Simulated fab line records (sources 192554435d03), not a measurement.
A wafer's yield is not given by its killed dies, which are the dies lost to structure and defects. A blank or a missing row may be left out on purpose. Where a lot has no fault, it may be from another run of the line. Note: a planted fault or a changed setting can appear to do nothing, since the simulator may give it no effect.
The tool behind it: which one? ; flow n5 finfet ; 10 lots with 29 wafers sampled at 2 steps, on a route of 1938 steps

WHAT THE GAUGES READ, wafer by wafer
N5_BEOL_M15_OVL_MEAS_29. Usual: M15_OVL 2 nm, standard deviation 4.1.
lot;measured;on;M15_OVL (nm);flag
L984;day 12 04:19;overlay-01;16 3 6;
L987;day 12 21:03;overlay-01;-1 2 4;
L985;day 13 03:32;overlay-01;-3 3 3;
L986;day 13 14:14;overlay-02;0 2 2;
L989;day 13 16:12;overlay-01;-1 3 0;
L993;day 14 12:24;overlay-01;3 4 5;
L995;day 15 12:49;overlay-01;-1 1 4;
L102;day 16 12:01;overlay-02;-6 2;
L105;day 17 12:38;overlay-01;-2 8 -4;
L106;day 17 14:58;overlay-02;6 4 4;

WHAT TOOL EACH LOT RAN ON (gives the tool, then ch and the chambers of the sampled wafers, and finally the start)
lot;N5_BEOL_M15_ETCH_57
L984;rie diel-04 ch 0,2,3, day 12 03:31
L987;rie diel-01 ch 0,1,2, day 12 20:15
L985;rie diel-03 ch 0,1, day 13 02:37
L986;rie diel-01 ch 0,2, day 13 13:26
L989;rie diel-04 ch 0,2,3, day 13 15:23
L993;rie diel-01 ch 0,1,3, day 14 11:28
L995;rie diel-04 ch 1,2,3, day 15 12:01
L102;rie diel-01 ch 3, day 16 11:05
L105;rie diel-03 ch 2,3, day 17 11:49
L106;rie diel-01 ch 2,3, day 17 14:10
- N5_BEOL_M15_ETCH_57: etches SOC in N2/H2, time 750 s.

AS READ BY THE TOOLS THEMSELVES (means over the sampled wafers that have a number; for cases with no such wafer, the mark the record gives instead)
N5_BEOL_M15_ETCH_57. Usual: drypump motor current A 5.7 A, standard deviation 0.32; n2 flow sccm 200.0 sccm, standard deviation 0.57; oes product au 0.77 a.u., standard deviation 0.068; rf vpp V 523.8 V, standard deviation 2.7; showerhead plenum p Torr 2.54 Torr, standard deviation 0.09; throttle valve pct 17.78 %, standard deviation 0.25.
lot;tool;drypump motor current A (A);n2 flow sccm (sccm);oes product au (a.u.);rf vpp V (V);showerhead plenum p Torr (Torr);throttle valve pct (%);flag
L984;rie diel-04;5.6;200.1;0.74;523.3;2.50;17.72;
L987;rie diel-01;6.0;200.4;0.74;523.7;2.54;17.88;
L985;rie diel-03;5.5;200.1;0.78;525.2;2.58;17.68;
L986;rie diel-01;6.1;199.9;0.74;525.7;2.60;17.74;
L989;rie diel-04;5.6;199.5;0.72;522.4;2.49;17.73;
L993;rie diel-01;5.8;199.8;0.74;522.3;2.47;17.94;
L995;rie diel-04;5.6;200.2;0.83;523.9;2.57;17.55;
L102;rie diel-01;5.7;200.8;0.72;521.5;2.42;18.00;
L105;rie diel-03;5.8;199.7;0.84;523.9;2.54;17.76;
L106;rie diel-01;6.1;200.0;0.70;524.2;2.54;17.92;

THE ANSWER, worked out from the rows above alone
Rule: take the mean of a lot's wafers that have a number; if it is more than 3 standard deviations from the usual mean, the lot is off. Also off: a lot with no number at a reading for which 4 or more lots have one. All remaining lots with rows at the step are treated as sound. The gauges are gone through in route order, then the tools' own readings, and for those a lot's mean is taken as printed above. At the first step where some lot is off, the reading lying furthest off is the one used; lots without a number count as furthest.
No lot is off at any reading shown: from this, nothing can be told.

WHAT WAS PUT IN BY THE SIMULATOR
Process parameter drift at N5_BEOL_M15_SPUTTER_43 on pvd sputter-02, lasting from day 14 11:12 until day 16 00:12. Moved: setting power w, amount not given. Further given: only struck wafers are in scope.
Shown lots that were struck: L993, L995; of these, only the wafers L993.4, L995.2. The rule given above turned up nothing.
